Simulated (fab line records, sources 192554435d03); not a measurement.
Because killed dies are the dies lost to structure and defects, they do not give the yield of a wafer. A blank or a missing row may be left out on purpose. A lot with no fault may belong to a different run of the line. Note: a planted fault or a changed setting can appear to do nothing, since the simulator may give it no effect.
Comparing a struck lot with a sound one | flow n5 finfet | 37 steps out of a route of 1938
Sound: the wafers L238.2, L238.3, L238.5. Struck: wafer L249.6 (left out: L249.4, a lot-mate that was not struck); the cause follows at the end.
Per side, at each step with rows, come the tool, then ch with its chambers, and then its first start. Under that, the readings that differ: sound wafers | struck wafers | difference of the means | sigmas: that difference in standard deviations of wafers without a fault.
alike: same words and numbers on both sides, and readings whose means sit less than 2 such deviations apart. not compared: any withheld reading, any reading some wafer has no value for, any bound like >300 that may hide the same value, and any number with overlapping values for which the record gives no deviation.
A row with sigmas, a row that says differs or no value, or rows on one side alone: a step with any of these is where the two part. Numbers that don't overlap but have no deviation are shown without sigmas and don't part them. Lack of a reading on every wafer of one side parts them only where that side has two or more wafers.

first, 11 steps without rows for these wafers: N5_MOL_CONTACT_COAG_VIA_ETCH_117 (etches SiO2 in C4F6/O2, target depth 40 nm, overetch 8 nm, time 26 s); N5_MOL_CONTACT_COAG_ETCH_124 (etches SiNx in CH3F/O2, stops on SiOC, target depth 6.5 nm); N5_MOL_CONTACT_COAG_ETCH_48 (etches SiOC in C4F6/O2, target depth 15 nm, overetch 4.5 nm, time 17 s); N5_MOL_CONTACT_COAG_STRIP_72 (strips in N2/H2); N5_MOL_CONTACT_COAG_STRIP_49 (strips in N2/H2, time 30 s); N5_MOL_CONTACT_COAG_PRECLEAN_138 (cleans in alkaline clean, time 60 s); N5_MOL_CONTACT_COAG_SRD_139 (time 30 s); N5_MOL_CONTACT_COAG_PRE_CLEAN_121; N5_MOL_CONTACT_COAG_CVD_140 (deposits W, target thk 66.5 nm, time 215 s); N5_MOL_CONTACT_COAG_PRECLEAN_127 (cleans in DIW, time 57.5 s); N5_MOL_CONTACT_COAG_SRD_128 (dry time 32 s).
N5_MOL_CONTACT_COAG_CMP_52: polishes, stops on SiO2, t overpolish 1.5 s, target thk 66.5 nm.
  sound on cmp-01 ch 1,3, day 5 23:55; struck on cmp-01 ch 0, day 8 16:35
  reading                | sound             | struck | difference | sigmas
  overpolish run s (s)   | 1.494 1.518 1.501 | 0.045  | -1.459     | -99 or more
  time to endpoint s (s) | 15.6 15.5 16.1    | 26.0   | +10.3      | +4
  alike: head pressure psi, motor current A, retaining ring pressure frac, slurry filter dp kPa
  not compared: pad life wafers
then, 1 step without rows for these wafers: N5_MOL_CONTACT_COAG_ANNEAL_112 (time 1800 s).
N5_MOL_CONTACT_COAG_INSPECT_97: inspects for defects (darkfield).
  sound on defect inspect-01, day 6 03:44; struck on defect inspect-02, day 8 19:58
  reading          | sound    | struck | difference | sigmas
  raw defect count | 58 50 49 | 905    | +853       | +53
then, 21 steps without rows for these wafers: N5_BEOL_M0_SAQP_PECVD_00 (deposits SiCN from 3MS/NH3, target thk 8 nm, time 14 s); N5_BEOL_M0_SAQP_ILD_DEP_01 (deposits SiOC from DEMS/O2, target thk 45.419 nm, time 8.7 s); N5_BEOL_M0_SAQP_HM_DEP_02 (deposits TiN, target thk 12 nm); N5_BEOL_M0_SAQP_PECVD_03 (deposits SiCN from 3MS/NH3, target thk 12 nm, time 21.1 s); N5_BEOL_M0_SAQP_PECVD_96 (deposits a-Si from SiH4/He, target thk 45 nm, time 45.2 s); N5_BEOL_M0_SAQP_PECVD_97 (deposits SiNx from SiH4/NH3/N2, target thk 23 nm, time 19.9 s); N5_BEOL_M0_SAQP_PECVD_04 (deposits a-Si from SiH4/He, target thk 60 nm, time 60.2 s); N5_BEOL_M0_SAQP_HM_DEP_111 (deposits SiO2 from SiH4/N2O, target thk 12 nm, time 7.2 s); N5_BEOL_M0_SAQP_COAT_81 (time 60 s, resist thk 100 nm); N5_BEOL_M0_SAQP_COAT_82 (time 60 s, resist thk 30 nm); N5_BEOL_M0_SAQP_COAT_08 (resist thk 90 nm); N5_BEOL_M0_SAQP_EBR_10; N5_BEOL_M0_SAQP_SOFTBAKE_09 (time 60 s); N5_BEOL_M0_SAQP_EXPOSE_11 (exposes mask M0 CORE, target cd 42 nm); N5_BEOL_M0_SAQP_PEB_12 (peb time 60 s); N5_BEOL_M0_SAQP_DEVELOP_13 (develop time 30 s); N5_BEOL_M0_SAQP_DESCUM_19 (chemistry O2, time 7.9 s); N5_BEOL_M0_SAQP_ETCH_83 (etches SiARC in CF4, target depth 39 nm, time 65 s); N5_BEOL_M0_SAQP_ETCH_84 (etches SOC in N2/H2, target depth 100 nm, overetch 20 nm, time 150 s); N5_BEOL_M0_SAQP_STRIP_80 (strips in N2/H2); N5_BEOL_M0_SAQP_HM_OPEN_112 (chemistry CHF3/O2, target SiO2, stops on a-Si, target depth 12 nm, time 13.5 s).
N5_BEOL_M4_RC_MEAS_101:
  the record has rows for the sound wafers here (prober-02 ch 0, day 8 07:23) and none for the struck ones
-- a jump in the record: the struck wafers' starts before and after are 7 days apart (it breaks off in module BEOL_M4 and resumes in module PASSIVATION, where the first step shown is number 1936 of the route) --
N5_PASSIVATION_PROBE_49:
  sound on prober-01, day 12 20:54; struck on prober-02, day 15 15:16
  reading                  | sound          | struck | difference | sigmas
  defect limited yield (%) | 91.1 88.4 92.2 | 36.8   | -53.8      | -38
  killed at contacts       | 19 12 11       | 663    | +649       | +99 or more
  killed at front end      | 45 62 46       | 26     | -25        | -2
  killed dies              | 105 137 92     | 746    | +635       | +40
  sort n pass              | 1075 1043 1088 | 434    | -635       | -40
  sort yield pct (%)       | 91.1 88.4 92.2 | 36.8   | -53.8      | -38
  alike: killed_at_M0_to_M3, killed_at_M4_up, killed at other, killed on rim, killed open, killed short, sort_bin_5_function, sort_bin_6_memory

## WHERE THEY PART
Earliest at N5_MOL_CONTACT_COAG_CMP_52; latest, in this record, at N5_PASSIVATION_PROBE_49.

WHY: what the simulator had put in
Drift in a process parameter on cmp-01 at N5_MOL_CONTACT_COAG_CMP_52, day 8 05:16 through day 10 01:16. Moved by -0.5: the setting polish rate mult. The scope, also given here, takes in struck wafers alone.
